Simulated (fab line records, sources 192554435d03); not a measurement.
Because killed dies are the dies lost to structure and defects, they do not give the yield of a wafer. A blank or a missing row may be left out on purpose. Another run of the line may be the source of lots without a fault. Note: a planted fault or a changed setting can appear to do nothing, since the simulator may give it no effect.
A lot that was struck, set against a sound lot -- flow n5-finfet -- 37 out of 1938 route steps
Sound: the wafers L772.2, L772.3, L772.6. Struck: wafer L763.1 (L763.3, L763.6, from the same lot, were not struck and are left out); the cause is given at the end.
Each step with rows lists, per side, the tool, then ch with its chambers, then its first start. Under that, the readings that differ: sound wafers -- struck wafers -- difference of the means -- sigmas: that difference in standard deviations of wafers without a fault.
alike: readings whose means differ by less than 2 such deviations, and words and numbers that are the same on both sides. not compared: withheld readings, readings that some wafer has no value for, bounds like >300 that may hide the same value, and numbers for which the record gives no deviation and whose values overlap.
Wherever a step has rows on one side only, a row that says differs or no value, or a row with sigmas, the two part there. Numbers that don't overlap but have no deviation are shown without sigmas and don't part them. Lack of a reading on every wafer of one side parts them only where that side has two or more wafers.

first, 9 steps without rows for these wafers: N5_MOL_CONTACT_COAG_COAT_78 (resist thk 40 nm); N5_MOL_CONTACT_COAG_EBR_80; N5_MOL_CONTACT_COAG_SOFTBAKE_79 (time 60 s); N5_MOL_CONTACT_COAG_EXPOSE_81 (exposes mask VG, defocus 0 nm); N5_MOL_CONTACT_COAG_PEB_82 (peb time 60 s); N5_MOL_CONTACT_COAG_DEVELOP_83 (develop time 30 s); N5_MOL_CONTACT_COAG_DESCUM_88 (chemistry O2, time 7 s); N5_MOL_CONTACT_COAG_ETCH_89 (etches underlayer in N2/H2, target depth 13 nm, time 10.4 s); N5_MOL_CONTACT_COAG_ETCH_90 (etches SiARC in CF4, target depth 13 nm, time 21.7 s).
N5_MOL_CONTACT_COAG_ALD_131: deposits SiO2, target thk 5 nm, pulse time 1 s, co reactant pulse time 1 s.
  sound on ald-sin-03 ch 1,2, day 10 14:02; struck on ald-sin-04 ch 1, day 7 21:50
reading,sound,struck,difference,sigmas
ald-cycles,35 35 35,53,+18,
precursor-pulse-height-rel,1.002 0.992 1.002,1.036,+0.037,+2
model.SiO2_of_MOL_CONTACT_COAG_ALD_131.thk-nm (nm),5 5 5,7.6,+2.6,
  alike: heater-power-w
then, 25 steps without rows for these wafers: N5_MOL_CONTACT_COAG_ETCHBACK_132 (etches SiO2 in CHF3, target depth 10 nm, time 6.7 s); N5_MOL_CONTACT_COAG_ETCH_91 (etches SOC in N2/H2, target depth 60 nm, overetch 21 nm, time 101.2 s); N5_MOL_CONTACT_COAG_STRIP_92 (strips in N2/H2); N5_MOL_CONTACT_COAG_STRIP_93 (strips in N2/H2); N5_MOL_CONTACT_COAG_ETCHBACK_135 (etches SiO2 in CHF3, target depth 25 nm, time 16.7 s); N5_MOL_CONTACT_COAG_STRIP_118 (strips in CHF3); N5_MOL_CONTACT_COAG_VIA_ETCH_46 (etches SiO2 in C4F6/O2, target depth 46 nm, overetch 9.2 nm, time 40 s); N5_MOL_CONTACT_COAG_STRIP_96 (strips in N2/H2); N5_MOL_CONTACT_COAG_ETCH_47 (etches SiNx in CH3F/O2, stops on W, target depth 27 nm); N5_MOL_CONTACT_COAG_STRIP_119 (strips in N2/H2, time 30 s); N5_MOL_CONTACT_COAG_PRECLEAN_144 (cleans in alkaline clean, time 60 s); N5_MOL_CONTACT_COAG_SRD_145 (time 30 s); N5_MOL_CONTACT_COAG_COAT_62 (time 60 s, resist thk 60 nm); N5_MOL_CONTACT_COAG_COAT_63 (time 60 s, resist thk 10 nm); N5_MOL_CONTACT_COAG_COAT_64 (time 60 s, resist thk 10 nm); N5_MOL_CONTACT_COAG_COAT_34 (resist thk 40 nm); N5_MOL_CONTACT_COAG_EBR_36; N5_MOL_CONTACT_COAG_SOFTBAKE_35 (time 60 s); N5_MOL_CONTACT_COAG_EXPOSE_37 (exposes mask VD, defocus 0 nm); N5_MOL_CONTACT_COAG_PEB_38 (peb time 60 s); N5_MOL_CONTACT_COAG_DEVELOP_39 (develop time 30 s); N5_MOL_CONTACT_COAG_DESCUM_45 (chemistry O2, time 7 s); N5_MOL_CONTACT_COAG_ETCH_65 (etches underlayer in N2/H2, target depth 13 nm, time 10.4 s); N5_MOL_CONTACT_COAG_ETCH_66 (etches SiARC in CF4, target depth 13 nm, time 21.7 s); N5_MOL_CONTACT_COAG_ALD_133 (deposits SiO2, target thk 5 nm, pulse time 1 s, co reactant pulse time 1 s).
N5_BEOL_M4_RC_MEAS_101:
  the record has rows for the sound wafers here (prober-02 ch 0, day 14 00:50) and none for the struck ones
-- here the record skips 8 days between the struck wafers' starts before and after, leaving off in module BEOL_M4 and picking up in module PASSIVATION (first step shown: number 1936 of the route) --
N5_PASSIVATION_PROBE_49:
  rows exist in the record for the struck wafers here (prober-02, day 15 21:41), but not for the sound ones

WHERE THEY PART
First at N5_MOL_CONTACT_COAG_ALD_131; last, within this record, at N5_PASSIVATION_PROBE_49.

WHY: the cause the simulator had injected
ald-sin-04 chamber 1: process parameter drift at N5_MOL_CONTACT_COAG_ALD_131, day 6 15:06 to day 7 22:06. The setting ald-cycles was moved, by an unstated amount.
